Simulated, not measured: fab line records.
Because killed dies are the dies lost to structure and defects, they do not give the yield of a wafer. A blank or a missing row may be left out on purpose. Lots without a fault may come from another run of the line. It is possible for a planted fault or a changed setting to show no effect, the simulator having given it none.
Struck lot and sound lot, side by side | flow n5Finfet | 35 out of 1938 route steps
Sound: wafers L575.1, L575.2, L575.4. Struck: wafer L569.2. (L569.3 of the same lot was not struck and is left out.) The cause comes at the end.
Order at every step that has rows: each side's tool, ch and its chambers, its first start. Under that, the readings that differ: sound wafers | struck wafers | difference of the means | sigmas: that difference in standard deviations of wafers without a fault.
alike: readings whose means differ by less than 2 such deviations, and words and numbers that are the same on both sides. not compared: withheld readings, readings that some wafer has no value for, bounds like >300 that may hide the same value, and numbers for which the record gives no deviation and whose values overlap.
A row with sigmas, a row that says differs or no value, or rows on one side alone: a step with any of these is where the two part. When numbers do not overlap yet have no deviation, they are printed without sigmas and do not part them. Lack of a reading on every wafer of one side parts them only where that side has two or more wafers.

first, 7 steps without rows for these wafers: N5_SD_EPI_P_SRD_25 (time 30 s); N5_SD_ACTIVATION_RTA_00 (time 0 s); N5_SD_ACTIVATION_LSA_01 (time 0.0008 s); N5_ILD0_LINER_00 (material SiNx, target thk 4 nm, pulse time 1 s, purge time 2 s); N5_ILD0_FCVD_FILL_01 (material SiO2 flowable, target thk 200 nm, time 328.3 s); N5_ILD0_CURE_02 (time 1800 s); N5_ILD0_CMP_03 (polishes, stops on SiNx, t overpolish 1.9 s, target thk 197.38 nm).
N5_ILD0_CMP_07: polishes SiO2 flowable, stops on poly-Si, t overpolish 1.18 s, target thk 138.88 nm.
  sound on cmp-01 ch 1,2,3, day 8 14:11; struck on cmp-04 ch 1, day 6 21:09
reading                                             | sound             | struck | difference | sigmas
model.a-Si_of_DUMMY_GATE_CVD_03.thkNm (nm)          | 69.8 69.8 68.2    | 66.6   | -2.7       | 
model.SiO2_flowable_of_ILD0_FCVD_FILL_01.thkNm (nm) | 139.2 137.2 139.2 | 135.4  | -3.1       | 
  alike: motorCurrentA, slurryFlowMlMin
N5_ILD0_THK_MEAS_08:
  struck on filmMetro-01, day 6 21:22; sound on filmMetro-02, day 8 14:29
reading    | sound             | struck | difference | sigmas
thkNm (nm) | 139.3 137.2 139.1 | 134.6  | -3.9       | -4
then, 23 steps without rows for these wafers: N5_ILD0_PRECLEAN_10 (cleans in NF3:NH3, afs cycles 5, time 20 s, sublimation time 60 s); N5_ILD0_ALD_15 (deposits SiNx, target thk 24 nm, pulse time 1 s, ald cycles 480); N5_ILD0_CMP_12 (polishes SiNx, stops on poly-Si, t overpolish 6 s, target thk 17.67 nm); N5_SDB_HM_DEP_00 (deposits SiNx from SiH4/NH3/N2, target thk 40 nm, time 35.3 s); N5_SDB_COAT_03 (time 60 s, resist thk 100 nm); N5_SDB_COAT_04 (time 60 s, resist thk 18 nm); N5_SDB_COAT_05 (resist thk 90 nm); N5_SDB_EBR_07; N5_SDB_SOFTBAKE_06 (time 60 s); N5_SDB_EXPOSE_08 (exposes mask SDB); N5_SDB_PEB_09 (peb time 60 s); N5_SDB_DEVELOP_10 (develop time 30 s); N5_SDB_DESCUM_16 (chemistry O2, time 7.9 s); N5_SDB_ETCH_17 (etches SiARC in CF4, target depth 23.4 nm, time 39 s); N5_SDB_ETCH_18 (etches SOC in N2/H2, target depth 100 nm, overetch 20 nm, time 150 s); N5_SDB_STRIP_19 (strips in N2/H2); N5_SDB_STRIP_21 (strips in CF4); N5_SDB_HM_OPEN_20 (chemistry CH3F/O2, target SiNx, stops on poly-Si, target depth 24 nm); N5_SDB_STRIP_22 (strips in N2/H2); N5_SDB_PRECLEAN_23 (cleans in dHF, time 30 s); N5_SDB_DUMMY_REMOVE_24 (chemistry TMAH, target poly-Si, stops on SiO2, target depth 142 nm, time 57 s, rinse time 30 s); N5_SDB_ETCH_25 (etches SiO2 in C4F6/O2, target depth 10 nm, time 3.3 s); N5_SDB_CUT_ETCH_26 (etches Si in HBr/Cl2/O2, target depth 129.6 nm, bt time 20 s, time 51.8 s).
N5_DUMMY_REMOVAL_HM_STRIP_01: strips SiNx in CH3F/O2, stops on poly-Si, target depth 4 nm, time 6.8 s.
  sound on rieDiel-02 ch 1,2,3, day 8 23:35; struck on rieDiel-06 ch 1, day 7 05:42
reading                                    | sound             | struck | difference | sigmas
throttleValvePct (%)                       | 16.20 16.27 16.25 | 16.52  | +0.28      | +2
model.a-Si_of_DUMMY_GATE_CVD_03.thkNm (nm) | 65.2 65 63.4      | 62     | -3         | 
  alike: biasW, chamberPressureMTorr, drypumpMotorCurrentA, mfcArSccm, oesProductAu, rfVppV, showerheadPlenumPTorr
  not compared: rfHoursCounterH
N5_MOL_CONTACT_COAG_WET_ETCH_116: etches the open film in SC1-inhibited, target depth 4.6 nm, rinse time 30 s.
  sound on wetBench-06 ch 2,6,7, day 10 00:33; struck on wetBench-04 ch 6, day 8 12:04
reading                                             | sound             | struck | difference | sigmas
model.SiO2_flowable_of_ILD0_FCVD_FILL_01.thkNm (nm) | 112.2 110.6 112.2 | 109.2  | -2.5       | 
-- the record jumps here: 7 days lie between the struck wafers' starts before and after (it left off in module MOL_CONTACT_COAG and takes up again in module PASSIVATION, whose first step shown is number 1936 of the route) --
N5_PASSIVATION_PROBE_49:
  struck on prober-02, day 15 15:27; sound on prober-02, day 18 13:05
  alike: killed_at_M0_to_M3, killed_at_M4_up, killedAtContacts, killedAtFrontEnd, killedAtOther, killedDies, killedOpen, killedShort

WHERE THEY PART
Earliest at N5_ILD0_THK_MEAS_08; latest, in this record, at N5_DUMMY_REMOVAL_HM_STRIP_01. Later steps at which nothing parts them and some readings are alike: N5_PASSIVATION_PROBE_49.

WHY: whatever the simulator had introduced
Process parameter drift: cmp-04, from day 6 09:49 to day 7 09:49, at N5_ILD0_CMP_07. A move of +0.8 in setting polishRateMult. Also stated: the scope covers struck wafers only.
